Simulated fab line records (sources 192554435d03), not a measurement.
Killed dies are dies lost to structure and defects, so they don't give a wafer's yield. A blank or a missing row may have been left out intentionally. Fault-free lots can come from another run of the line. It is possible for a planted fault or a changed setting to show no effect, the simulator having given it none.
8D (eight disciplines) problem report, filled in by code -- flow n5_finfet -- the parts of the form that need people (team, actions taken, sign-off) are left out

== 1. WHAT IS WRONG ==
raw_defect_count at N5_BEOL_M1_INSPECT_59 reads a mean of 366 on 1 wafer of 1 lot; wafers without a fault read 74 with a standard deviation of 23. Relative to the usual mean, that is a shift of +13 standard deviations.
The step: inspects for defects (darkfield).
The first sign was on wafer L852.4 at day 11 04:15, on defect_inspect-01. The record holds 26 wafers of 9 lots with a number at this step. By rule, "out" or "out of limits" means more than 4 standard deviations away from the usual mean. All remaining wafers that have a number are taken as sound.

== 2. WHAT IT IS, AND WHAT IT ISN'T ==
question,is,is not
which readings at this step,raw_defect_count,-
which lots,L852,"L836, L841, L842, L843, L845, L854, L856, L858"
which wafers of those lots,L852.4,"L852.3, L852.5"
read on which gauges,defect_inspect-01,defect_inspect-02
when,from day 11 04:15,"up to then (16 sound wafers); but 9 sound wafers of L854, L856, L858 came after"

== 3. WHAT RULES OUT EACH SUSPECT ==
Counting: if a tool at a process step up to the reading ran every lot that is out, it stays a suspect. Sound lots after the first of them don't rule it out here, since some wafers of a struck lot are sound.
- the gauge at N5_BEOL_M1_INSPECT_59: ruled out. All the wafers that are out were read on defect_inspect-01, but those of them that N5_PASSIVATION_PROBE_49 has rows for are out there too, on other tools.
- pvd_sputter-03 at N5_BEOL_M1_ANNEAL_87 (time 240 s): kept. L852, the lot that is out, went through it at day 11 02:10; up to then, the latest sound lot through it was L845 at day 9 10:48.
- pvd_sputter-03 at N5_BEOL_M1_SPUTTER_90 (material Cu, target thk 4.5 nm, time 8.29 s): kept. L852, the lot that is out, went through it at day 11 02:31; up to then, the latest sound lot through it was L845 at day 9 11:10.
- pvd_sputter-03 at N5_BEOL_M1_ANNEAL_95 (time 240 s): kept. L852, the lot that is out, went through it at day 11 03:02; up to then, the latest sound lot through it was L845 at day 9 11:41.
- cmp-01 at N5_BEOL_M1_CMP_52 (polishes, stops on SiOC, t overpolish 6.8 s, target thk 40 nm): kept. L852, the lot that is out, went through it at day 11 03:43; up to then, the latest sound lot through it was L842 at day 9 12:36.
- At N5_BEOL_M1_CMP_52, inside cmp-01: chamber 0 took the wafers that are out, while their sound lot-mates went through chambers 2, 3.
Left after counting: pvd_sputter-03 at N5_BEOL_M1_ANNEAL_87, pvd_sputter-03 at N5_BEOL_M1_SPUTTER_90, pvd_sputter-03 at N5_BEOL_M1_ANNEAL_95, cmp-01 at N5_BEOL_M1_CMP_52.

== 4. THE CAUSE (what the simulator had put in) ==
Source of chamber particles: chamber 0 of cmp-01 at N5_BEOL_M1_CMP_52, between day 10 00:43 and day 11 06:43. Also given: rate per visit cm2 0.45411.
Counting left 4 suspects, and this tool is among them.

== 5. SEQUENCE OF EFFECTS, ordered by route ==
One row per reading whose mean, taken over the struck wafers that have a number, lies over 3 standard deviations from the usual. Readings are gone through only where the record gives a usual standard deviation; hours: the median, over the lots, of the time from a lot's start at the first step in this table giving one to that lot's start at this step; sigmas: the change measured in usual standard deviations.
hours,step,reading,usual,on struck wafers,change,sigmas
0,N5_BEOL_M1_INSPECT_59,raw_defect_count,74,366,+292,+13
1,N5_BEOL_M2_INSPECT_13,raw_defect_count,408,738,+330,+3.5
2,N5_BEOL_M2_INSPECT_30,raw_defect_count,414,767,+353,+3.6
230,N5_PASSIVATION_PROBE_49,defect_limited_yield,90.9 %,71.2,-19.7,-12
230,N5_PASSIVATION_PROBE_49,killed_at_M0_to_M3,37,279,+242,+22
230,N5_PASSIVATION_PROBE_49,killed_dies,107,340,+233,+12
230,N5_PASSIVATION_PROBE_49,killed_on_rim,14,43,+29,+6.7
230,N5_PASSIVATION_PROBE_49,sort_bin_5_function,5.3 %,18.6,+13.3,+13
230,N5_PASSIVATION_PROBE_49,sort_bin_6_memory,3.4 %,9.3,+5.9,+8.2
230,N5_PASSIVATION_PROBE_49,sort_n_pass,1072,840,-232,-12
230,N5_PASSIVATION_PROBE_49,sort_yield_pct,90.9 %,71.2,-19.7,-12
Process steps it contains:
- N5_PASSIVATION_PROBE_49
Later measuring or inspecting steps at which every struck wafer that the step has a row for has a number for every such reading, and none has moved that far: N5_BEOL_M4_RC_MEAS_101.

== 6. HOW IT WOULD HAVE BEEN CAUGHT EARLIER ==
Counted from the fault's start at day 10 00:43, it took 28 hours until the first out-of-limits reading at a measuring or inspecting step in this record, taken at day 11 04:15.
Of the tool readings at N5_BEOL_M1_CMP_52 for which the record gives a usual standard deviation, none was out on any struck wafer, so an alarm limit of 4 standard deviations on them would not have fired.
Each of the lots that are out, 1 in all, had begun N5_BEOL_M1_CMP_52 on cmp-01 no later than day 11 04:15. A hold on the tool at that time would have spared none of them.
